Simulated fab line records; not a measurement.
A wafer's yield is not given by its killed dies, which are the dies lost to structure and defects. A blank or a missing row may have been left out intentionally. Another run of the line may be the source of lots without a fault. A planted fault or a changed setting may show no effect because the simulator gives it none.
Which tool was responsible?    flow n5 finfet    Sampling: 11 lots, 33 wafers, 5 of 1938 route steps

## WHAT THE GAUGES READ, wafer by wafer
Not one reading of a measure or inspect step in the record can be checked against a usual standard deviation.

## EACH LOT AND THE TOOL THAT RAN IT (in order: tool; ch and the chambers of the sampled wafers; start)
lot   N5_HKMG_FIN_ALD_91                   N5_PASSIVATION_PECVD_01          N5_PASSIVATION_AL_DEP_21      N5_PASSIVATION_STRIP_48             N5_PASSIVATION_PROBE_49
L432  ald metal-01 ch 1,2, day 4 04:51     pecvd-01 ch 1,2, day 11 15:33    pvd sputter-02, day 11 21:21  rie diel-03 ch 0,1,3, day 12 00:19  prober-02, day 12 02:49
L434  ald metal-04 ch 1,2,3, day 4 19:23   pecvd-03 ch 0,1, day 11 23:27    pvd sputter-01, day 12 01:02  rie diel-05 ch 0,2,3, day 12 04:01  -
L436  ald metal-04 ch 1,2,3, day 5 06:57   pecvd-01 ch 0,2, day 12 21:56    pvd sputter-01, day 13 04:50  rie diel-03 ch 0,2,3, day 13 08:00  prober-02, day 13 10:35
L439  ald metal-04 ch 2,3, day 6 03:08     pecvd-02 ch 0,1, day 13 18:10    pvd sputter-02, day 13 19:43  rie diel-05 ch 0,1,2, day 13 22:51  -
L442  ald metal-04 ch 1,3, day 6 15:04     pecvd-01 ch 0,1,2, day 14 03:47  pvd sputter-03, day 14 11:29  rie diel-05 ch 0,1,3, day 14 14:38  -
L443  ald metal-04 ch 1,2, day 7 06:51     pecvd-03 ch 0,2, day 15 00:38    pvd sputter-03, day 15 01:53  rie diel-05 ch 2,3, day 15 04:59    prober-01, day 15 07:29
L446  ald metal-04 ch 0,3, day 8 04:07     pecvd-03 ch 0,1,2, day 15 23:14  pvd sputter-01, day 16 03:52  rie diel-04 ch 1,2,3, day 16 06:50  prober-01, day 16 09:23
L451  ald metal-01 ch 0,1,3, day 9 01:21   pecvd-03 ch 0,2, day 17 08:19    pvd sputter-02, day 17 13:32  rie diel-03 ch 1,3, day 17 16:47    -
L452  ald metal-03 ch 0,2, day 9 04:43     pecvd-03 ch 0,1, day 17 14:29    pvd sputter-01, day 17 20:09  rie diel-03 ch 2,3, day 17 23:07    -
L453  ald metal-01 ch 2,3, day 9 13:56     pecvd-03 ch 0,1,2, day 17 15:59  pvd sputter-02, day 17 20:40  rie diel-04 ch 1,2,3, day 18 00:08  -
L455  ald metal-03 ch 0,1,2, day 10 01:19  pecvd-01 ch 0,2, day 17 14:40    pvd sputter-02, day 17 20:13  rie diel-04 ch 1,2,3, day 17 23:31  -
- N5_HKMG_FIN_ALD_91: deposits TiN, target thk 1 nm, pulse time 1 s, purge time 3 s.
- N5_PASSIVATION_PECVD_01: deposits SiNx from SiH4/NH3/N2, target thk 200 nm, time 43.2 s.
- N5_PASSIVATION_AL_DEP_21: deposits Al, target thk 2800 nm, time 170 s.
- N5_PASSIVATION_STRIP_48: strips in O2.
- N5_PASSIVATION_PROBE_49

## AS READ BY THE TOOLS THEMSELVES (means over the sampled wafers that have a number; for cases with no such wafer, the mark the record gives instead)
N5_HKMG_FIN_ALD_91. Usual: heater power w 863 W, standard deviation 78; precursor pulse height rel 1.002, standard deviation 0.021.
lot   tool          heater power w (W)  precursor pulse height rel  flag
L432  ald metal-01  963                 1.008                       
L434  ald metal-04  811                 1.001                       
L436  ald metal-04  811                 1.000                       
L439  ald metal-04  788                 1.005                       
L442  ald metal-04  839                 0.997                       
L443  ald metal-04  822                 1.009                       
L446  ald metal-04  849                 0.973                       
L451  ald metal-01  927                 1.014                       
L452  ald metal-03  850                 0.996                       
L453  ald metal-01  831                 0.996                       
L455  ald metal-03  864                 1.000                       

N5_PASSIVATION_PECVD_01. Usual: heater power w 408 W, standard deviation 130; showerhead plenum p Torr 8.69 Torr, standard deviation 0.062; throttle valve pct 28.6 %, standard deviation 1.6.
lot   tool      heater power w (W)  showerhead plenum p Torr (Torr)  throttle valve pct (%)  flag
L432  pecvd-01  397                 8.66                             29.6                    
L434  pecvd-03  507                 8.67                             29.9                    
L436  pecvd-01  336                 8.67                             29.1                    
L439  pecvd-02  266                 8.75                             29.4                    
L442  pecvd-01  390                 8.67                             29.4                    
L443  pecvd-03  329                 8.70                             26.8                    
L446  pecvd-03  442                 8.69                             28.4                    
L451  pecvd-03  439                 8.71                             27.0                    
L452  pecvd-03  352                 8.73                             29.3                    
L453  pecvd-03  441                 8.69                             28.5                    
L455  pecvd-01  308                 8.67                             29.2                    

N5_PASSIVATION_AL_DEP_21. Usual: substrate temp c 400.01 C, standard deviation 0.22; throttle valve pct 29.8 %, standard deviation 1.1.
lot   tool            substrate temp c (C)  throttle valve pct (%)  flag
L432  pvd sputter-02  400.16                29.0                    
L434  pvd sputter-01  400.12                30.2                    
L436  pvd sputter-01  400.06                30.1                    
L439  pvd sputter-02  399.82                29.0                    
L442  pvd sputter-03  400.25                30.4                    
L443  pvd sputter-03  400.07                31.5                    
L446  pvd sputter-01  399.94                30.1                    
L451  pvd sputter-02  400.06                28.3                    
L452  pvd sputter-01  400.22                30.2                    
L453  pvd sputter-02  400.09                28.6                    
L455  pvd sputter-02  400.04                29.5                    

N5_PASSIVATION_STRIP_48. Usual: drypump motor current A 6.0 A, standard deviation 0.41; oes product au 0.85 a.u., standard deviation 0.087; rf vpp V 3.6 V, standard deviation 2.4; showerhead plenum p Torr 2.10 Torr, standard deviation 0.079; throttle valve pct 16.48 %, standard deviation 0.24.
lot   tool         drypump motor current A (A)  oes product au (a.u.)  rf vpp V (V)  showerhead plenum p Torr (Torr)  throttle valve pct (%)  flag
L432  rie diel-03  5.8                          0.79                   4.4           2.05                             16.59                   
L434  rie diel-05  6.0                          0.88                   3.1           2.20                             16.40                   
L436  rie diel-03  5.6                          0.84                   3.4           2.08                             16.75                   
L439  rie diel-05  5.6                          0.83                   2.9           2.18                             16.44                   
L442  rie diel-05  5.7                          0.85                   1.7           2.14                             16.28                   
L443  rie diel-05  6.1                          0.88                   4.4           2.16                             16.17                   
L446  rie diel-04  6.2                          0.82                   2.2           2.06                             16.43                   
L451  rie diel-03  6.2                          0.78                   3.1           2.01                             16.55                   
L452  rie diel-03  5.7                          0.81                   5.2           2.06                             16.77                   
L453  rie diel-04  6.2                          0.81                   4.4           2.05                             16.51                   
L455  rie diel-04  6.2                          0.83                   3.4           2.05                             16.46                   

N5_PASSIVATION_PROBE_49. Usual: killed_at_M0_to_M3 34, standard deviation 11; killed_at_M4_up 14, standard deviation 5.7; killed at contacts 14, standard deviation 6.9; killed at front end 40, standard deviation 11; killed at other 4, standard deviation 3.1; killed dies 105, standard deviation 17; killed on rim 14, standard deviation 4.1; killed open 70, standard deviation 13; killed short 34, standard deviation 7.6.
lot   tool       killed_at_M0_to_M3  killed_at_M4_up  killed at contacts  killed at front end  killed at other  killed dies  killed on rim  killed open  killed short  flag
L432  prober-02  33                  15               13                  39                   4                105          16             66           38            
L436  prober-02  21                  8                11                  35                   9                84           10             59           23            
L443  prober-01  30                  8                16                  122                  5                181          27             67           34            OFF
L446  prober-01  35                  11               15                  149                  7                218          28             73           42            OFF

## THE ANSWER, worked out from the rows above alone
Rule: lot off if the mean of its wafers having a number is beyond 3 standard deviations from the usual mean. A lot without any number at a reading at which 4 lots or more have one is off too. Any other lot the step has rows for is counted as sound. The gauges are gone through in route order, then the tools' own readings, and for those a lot's mean is taken as printed above. The first step at which some lot is off is used, and at that step the reading that is off furthest; a lot without a number counts as furthest.
Off, at N5_PASSIVATION_PROBE_49 on killed at front end: L443, L446. Neither off nor sound, because the step has no rows for them: L434, L439, L442, L451, L452, L453, L455.
A tool fits if, at that step or a process step before it, it ran every lot that is off, and no sound lot after the first of them. Can't be told from this: 3 tools fit, ald metal-04 at N5_HKMG_FIN_ALD_91, pecvd-03 at N5_PASSIVATION_PECVD_01, prober-01 at N5_PASSIVATION_PROBE_49.

## WHAT HAD BEEN PUT IN BY THE SIMULATOR
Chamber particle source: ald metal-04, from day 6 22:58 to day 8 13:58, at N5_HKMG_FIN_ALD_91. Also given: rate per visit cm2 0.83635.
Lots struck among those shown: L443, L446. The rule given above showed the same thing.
